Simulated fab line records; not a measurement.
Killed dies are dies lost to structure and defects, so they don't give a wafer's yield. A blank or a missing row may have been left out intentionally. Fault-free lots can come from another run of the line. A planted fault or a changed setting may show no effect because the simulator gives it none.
Chamber matching    flow nand-harc    NHARC_A_STAIRCASE_DESCUM_291 on rie-diel-13 has 4 sister chambers
The step chemistry O2, time 3 s. 4 wafers are shown with their chamber, then 10 later ones without.

EACH WAFER AND ITS CHAMBER
wafer   chamber  drypump-motor-current-A (A)
L083.2  2        5.5
L083.6  1        5.9
L082.2  0        5.2
L082.4  3        5.9

WAFERS WHOSE CHAMBER IS MISSING
wafer   drypump-motor-current-A (A)
L082.5  5.5
L084.3  5.3
L084.5  5.5
L084.6  5.9
L092.1  5.3
L092.2  5.9
L092.5  5.5
L097.2  5.9
L097.3  5.3
L097.6  5.9

THE CHAMBER EACH PASSED THROUGH
wafer   from the rows above      in truth
L082.5  2                        2
L084.3  can't be placed: 0 or 2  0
L084.5  2                        2
L084.6  can't be placed: 1 or 3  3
L092.1  can't be placed: 0 or 2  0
L092.2  can't be placed: 1 or 3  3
L092.5  2                        2
L097.2  can't be placed: 1 or 3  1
L097.3  can't be placed: 0 or 2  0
L097.6  can't be placed: 1 or 3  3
Placed correctly: 3 of 10. From these rows, 7 cannot be placed; in 7 the true chamber is one of the candidates. 0 placed wrongly.
How it was worked out, from the rows above alone: a wafer's distance from a chamber is the root of the sum, over the readings, of the square of ((its reading less the chamber's mean) divided by the reading's scatter). The wafer belongs to the nearest chamber; if the next one is less than 2 further off, it can't be placed. The mean given for a chamber averages the wafers shown for that chamber. The scatter: root of mean squared gap, hidden wafer to nearest shown wafer, with one shown wafer a chamber.
